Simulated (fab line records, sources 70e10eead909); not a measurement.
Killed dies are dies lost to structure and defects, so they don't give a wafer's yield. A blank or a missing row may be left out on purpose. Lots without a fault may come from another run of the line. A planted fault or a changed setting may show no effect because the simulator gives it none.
fab line records | flow nand_harc
record lots=15 wafers=45 last_day=33
route steps=1302 shown A_M1@1191 A_BONDPAD@1202
lots that met no fault: from a run of the same line without faults
start_h: hours from the record's first day to the start of the lot's first wafer shown | wait_h: hours since the lot's step before | " the same as in the row above | L1.1+2: a row that stands for several wafers | - no value, or no start given | * or withheld: withheld | < > ~ a bound
route shown NAME@n: a module of which the file shows steps, and the number in the route of the first | usual: mean/standard deviation of fault-free wafers | same: alike in all rows | chamber/n: place in a boat | sites: the reading at each site | _std_site: their standard deviation | _edge_site: outer sites' mean less inner sites' | radius_mm: how far each site lies from the wafer's centre | mask NAME#n: copy n | behind: the tool/chamber that last shaped the wafer | hold: why the lot was held/for how many hours/how that ended | device: the transistor (n, p or np) that didn't switch | end of line: the same wafers' tests at the end of the route | a step without rows: its recipe alone | killed: dies lost to structure and defects at the first sort, not the wafer's yield | map: a wafer's dies, x killed, . not, _ none there
set.NAME: the setting as run; set.NAME@STEP: as run at that earlier step | model.NAME: the simulator's own value behind a step, which no gauge read
steps of the route over a sample of lots; a table a step, a row a wafer
services: from which hour (start_h, from the record's first day; less than 0 if before it) a tool's chamber was out of use, for how many hours, and why
## steps
# step NHARC_A_M1_PVD_20
# recipe target_thk_a=50 bias_v=168.6 power_w=15000 chamber_pressure_pa=0.12 time_s=8.06 substrate_temp_c=50 material=TaN
# usual throttle_valve_pct=30.1/1.2
# columns lot.wafer tool chamber start_h wait_h throttle_valve_pct
L643.3 pvd_sputter-02 - - - 30.8
L643.1 " - " " 31.9
L643.5 " - " " 31.0
L644.3 pvd_sputter-02 - - - 29.7
L644.4 " - " " 32.0
L644.2 " - " " 30.8
L645.4 pvd_sputter-03 - - - 30.2
L645.1 " - " " 28.3
L645.3 " - " " 28.8
L646.2 pvd_sputter-02 - - - 29.9
L646.6 " - " " 30.9
L646.5 " - " " 30.1
L651.2 pvd_sputter-01 - - - 29.4
L651.3 " - " " 28.2
L651.6 " - " " 29.4
L650.1 pvd_sputter-02 - - - 30.0
L650.2 " - " " 30.8
L650.5 " - " " 29.9
L652.3 pvd_sputter-01 - - - 32.0
L652.4 " - " " 29.4
L652.5 " - " " 30.3
L654.2 pvd_sputter-03 - - - 28.3
L654.1 " - " " 30.2
L654.6 " - " " 28.2
L653.1 pvd_sputter-02 - - - 30.7
L653.2 " - " " 30.0
L653.4 " - " " 30.3
L655.1 pvd_sputter-01 - - - 27.6
L655.2 " - " " 31.1
L655.5 " - " " 27.8
L657.1 pvd_sputter-03 - - - 28.6
L657.2 " - " " 30.8
L657.3 " - " " 28.4
L656.3 pvd_sputter-01 - - - 31.2
L656.6 " - " " 27.8
L656.5 " - " " 31.1
L659.2 pvd_sputter-03 - - - 28.2
L659.1 " - " " 28.6
L659.5 " - " " 30.3
L665.4 pvd_sputter-03 - - - 28.7
L665.3 " - " " 30.0
L665.6 " - " " 28.7
L666.4 pvd_sputter-02 - - - 29.8
L666.1 " - " " 31.2
L666.5 " - " " 29.5
# step NHARC_A_BONDPAD_DEP_00
# recipe target_thk_a=2500 temp_c=370 target_thk_nm=250 pressure_torr=3 flow_sccm=200 rf_w=450 material=SiCN
# usual heater_power_w=613/73
# columns lot.wafer tool chamber start_h wait_h heater_power_w since_wet_clean_h
L643.1 pecvd-03 0 519.68 - 711 140
L643.3 " 2 " " 707 140
L643.5 " 2 " " 713 -
L644.3 pecvd-01 2 539.48 - 678 34
L644.2 " 1 " " 671 34
L644.4 " 0 " " 641 -
L645.1 pecvd-03 1 546.18 - 570 167
L645.3 " 2 " " 681 167
L645.4 " 0 " " 651 -
L646.2 pecvd-03 0 560.65 - 689 0
L646.5 " 2 " " 621 -
L646.6 " 0 " " 687 -
L651.3 pecvd-01 0 605.93 - 585 101
L651.2 " 2 " " 601 101
L651.6 " 2 " " 593 -
L650.1 pecvd-01 0 - - 684 106
L650.2 " 1 " " 656 106
L650.5 " 1 " " 665 -
L652.3 pecvd-01 2 629.70 - 594 125
L652.5 " 2 " " 600 -
L652.4 " 0 " " 668 -
L654.2 pecvd-03 2 633.48 - 739 73
L654.1 " 0 " " 706 73
L654.6 " 2 " " 722 -
L653.1 pecvd-03 0 634.14 - 647 74
L653.2 " 1 " " 527 74
L653.4 " 0 " " 656 -
L655.1 pecvd-01 1 647.31 - 531 142
L655.2 " 0 " " 685 142
L655.5 " 0 " " 554 -
L657.3 pecvd-03 2 662.61 - 705 102
L657.1 " 0 " " 724 102
L657.2 " 1 " " 609 102
L656.3 pecvd-02 0 - - 677 75
L656.6 " 1 " " 538 -
L656.5 " 2 " " 506 -
L659.2 pecvd-03 2 683.22 - 620 123
L659.1 " 0 " " 692 123
L659.5 " 2 " " 629 -
L665.3 pecvd-01 0 - - 605 62
L665.6 " 1 " " 590 -
L665.4 " 2 " " 587 -
L666.1 pecvd-01 1 748.65 - 661 63
L666.5 " 1 " " 666 -
L666.4 " 2 " " 606 -
# step NHARC_A_BONDPAD_CMP_29
# recipe target_thk_nm=200 material=SiCN
# usual motor_current_A=12.4/1.5
# columns lot.wafer tool chamber start_h wait_h motor_current_A
L643.3 cmp-02 0 520.09 - 14.8
L643.1 " 1 " " 12.3
L643.5 " 1 " " 11.5
L644.4 cmp-04 2 539.91 - 13.2
L644.3 " 3 " " 11.5
L644.2 " 0 " " 10.5
L645.1 cmp-03 2 546.59 - 12.5
L645.3 " 0 " " 11.3
L645.4 " 1 " " 13.6
L646.2 cmp-04 1 561.01 - 15.6
L646.6 " 3 " " 12.5
L646.5 " 0 " " 10.1
L651.3 cmp-03 0 606.34 - 12.1
L651.2 " 1 " " 12.2
L651.6 " 1 " " 12.8
L650.2 cmp-02 2 611.76 - 10.6
L650.1 " 3 " " 10.6
L650.5 " 3 " " 11.1
L652.3 cmp-02 2 630.13 - 11.7
L652.4 " 0 " " 14.2
L652.5 " 1 " " 11.8
L654.1 cmp-02 2 633.88 - 11.3
L654.2 " 0 " " 14.7
L654.6 " 2 " " 11.1
L653.2 cmp-02 2 634.55 - 11.0
L653.4 " 3 " " 10.6
L653.1 " 0 " " 14.7
L655.1 cmp-02 3 647.86 0.5 10.3
L655.2 " 1 " " 12.1
L655.5 " 3 " " 10.5
L657.3 cmp-02 1 663.04 - 11.9
L657.2 " 2 " " 11.3
L657.1 " 3 " " 10.7
L656.3 cmp-03 0 677.91 - 11.4
L656.5 " 2 " " 12.4
L656.6 " 3 " " 12.3
L659.1 cmp-03 2 683.64 - 12.4
L659.2 " 0 " " 12.1
L659.5 " 2 " " 12.3
L665.4 cmp-02 0 748.11 - 15.0
L665.3 " 2 " " 10.4
L665.6 " 3 " " 10.7
L666.4 cmp-03 3 749.06 - 12.7
L666.1 " 2 " " 12.0
L666.5 " 0 " " 12.0
# step NHARC_A_BONDPAD_EXPOSE_06
# recipe na=0.55 dose_mj=36.99 mask_id=A_BPAD
# usual exposure_dose_mJ_cm2=37.08/0.23 focus_offset_nm=0.1/0.56
# columns lot.wafer tool chamber start_h wait_h mask exposure_dose_mJ_cm2 focus_offset_nm
L643.1 krf_scanner-01 0 520.63 - A_BPAD#0 36.95 0.9
L643.3 " 0 " " A_BPAD#0 36.92 0.5
L643.5 " 0 " " A_BPAD#0 36.93 0.5
L644.2 krf_scanner-03 0 540.56 - A_BPAD#0 37.46 -0.1
L644.3 " 0 " " A_BPAD#0 37.52 -0.4
L644.4 " 0 " " A_BPAD#0 37.47 -0.3
L645.1 krf_scanner-01 0 547.25 - A_BPAD#0 36.98 -0.4
L645.3 " 0 " " A_BPAD#0 36.93 -0.6
L645.4 " 0 " " A_BPAD#0 36.98 -0.7
L646.2 krf_scanner-02 0 561.63 - A_BPAD#0 36.99 0.2
L646.5 " 0 " " A_BPAD#0 36.95 0.3
L646.6 " 0 " " A_BPAD#0 36.97 0.2
L651.2 krf_scanner-02 0 607.01 - A_BPAD#0 36.96 0.1
L651.3 " 0 " " A_BPAD#0 37.05 0.5
L651.6 " 0 " " A_BPAD#0 36.97 0.7
L650.1 krf_scanner-01 0 612.43 - A_BPAD#0 37.01 0.9
L650.2 " 0 " " A_BPAD#0 36.91 0.0
L650.5 " 0 " " A_BPAD#0 36.91 0.5
L652.3 krf_scanner-01 0 630.66 - A_BPAD#0 36.91 0.3
L652.4 " 0 " " A_BPAD#0 36.93 0.9
L652.5 " 0 " " A_BPAD#0 36.92 -0.5
L654.1 krf_scanner-03 0 634.55 - A_BPAD#0 37.44 -0.5
L654.2 " 0 " " A_BPAD#0 37.48 0.1
L654.6 " 0 " " A_BPAD#0 37.50 -0.1
L653.1 krf_scanner-01 0 635.21 - A_BPAD#0 36.88 1.0
L653.2 " 0 " " A_BPAD#0 36.91 0.4
L653.4 " 0 " " A_BPAD#0 36.92 -0.5
L655.1 krf_scanner-03 - 648.52 - A_BPAD#0 - -
L655.2 " - " " A_BPAD#0 - -
L655.5 " - " " A_BPAD#0 - -
L657.1 krf_scanner-02 - 663.68 - A_BPAD#0 - -
L657.2 " - " " A_BPAD#0 - -
L657.3 " - " " A_BPAD#0 - -
L656.3 krf_scanner-02 - 678.41 - A_BPAD#0 - -
L656.5 " - " " A_BPAD#0 - -
L656.6 " - " " A_BPAD#0 - -
L659.1 krf_scanner-01 0 684.29 - A_BPAD#0 36.90 -1.3
L659.2 " 0 " " A_BPAD#0 36.92 -0.2
L659.5 " 0 " " A_BPAD#0 36.94 -0.3
L665.3 krf_scanner-01 0 748.63 - A_BPAD#0 37.00 -0.4
L665.4 " 0 " " A_BPAD#0 36.89 0.2
L665.6 " 0 " " A_BPAD#0 36.92 0.2
L666.1 krf_scanner-02 0 749.72 - A_BPAD#0 36.97 1.4
L666.4 " 0 " " A_BPAD#0 36.98 0.0
L666.5 " 0 " " A_BPAD#0 37.00 1.2
## services
# columns tool chamber start_h hours kind
cmp-03 - 498.03 3.9 repair
cmp-02 - 507.00 2.1 repair
krf_scanner-02 - 519.72 0.3 repair
cmp-02 - 525.59 0.8 repair
pvd_sputter-03 - 526.00 10.0 pm
cmp-02 - 526.74 4.0 pm
pecvd-03 - 547.37 13.0 pm
cmp-02 - 561.00 10.7 repair
pecvd-01 2 568.56 2.2 repair
cmp-02 - 593.57 0.4 repair
cmp-02 - 614.32 0.2 repair
cmp-02 - 624.74 4.0 pm
pvd_sputter-02 - 638.00 10.0 pm
pecvd-01 2 639.68 22.6 repair
krf_scanner-01 - 648.51 0.9 repair
krf_scanner-01 - 656.00 4.0 pm
cmp-02 - 665.19 2.0 repair
pecvd-01 - 673.12 13.0 pm
cmp-02 - 689.30 2.1 repair
cmp-02 - 722.74 4.0 pm
krf_scanner-01 - 723.09 0.6 repair
pecvd-03 - 728.46 13.0 pm
cmp-02 - 736.79 0.4 repair
pecvd-01 2 749.39 22.9 repair
## key
first_sign step=NHARC_A_BONDPAD_EXPOSE_06 reading=tool_record direction=missing
effect none on later readings
met_at NHARC_A_BONDPAD_EXPOSE_06
struck_lots L655,L656,L657
later_rows_left_out L655.1,L655.2,L655.5,L656.3,L656.5,L656.6,L657.1,L657.2,L657.3
sort_left_out L655.1,L655.2,L655.5,L656.3,L656.5,L656.6,L657.1,L657.2,L657.3
not_acting_at NHARC_A_M1_PVD_20,NHARC_A_BONDPAD_DEP_00,NHARC_A_BONDPAD_CMP_29
onset_between 634.55 648.52
fault kind=skipped_step_whole tool=krf_scanner-02,krf_scanner-03 chamber=- onset_h=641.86 steps=NHARC_A_BONDPAD_EXPOSE_06 scope=struck_lots_only
# sort_left_out: the simulated sort isn't trusted on such a fault, so these wafers' sort isn't shown, and their yield isn't known
# later_rows_left_out: the simulator's readings of these wafers behind a module that went badly wrong aren't trusted and aren't shown, but for the sort
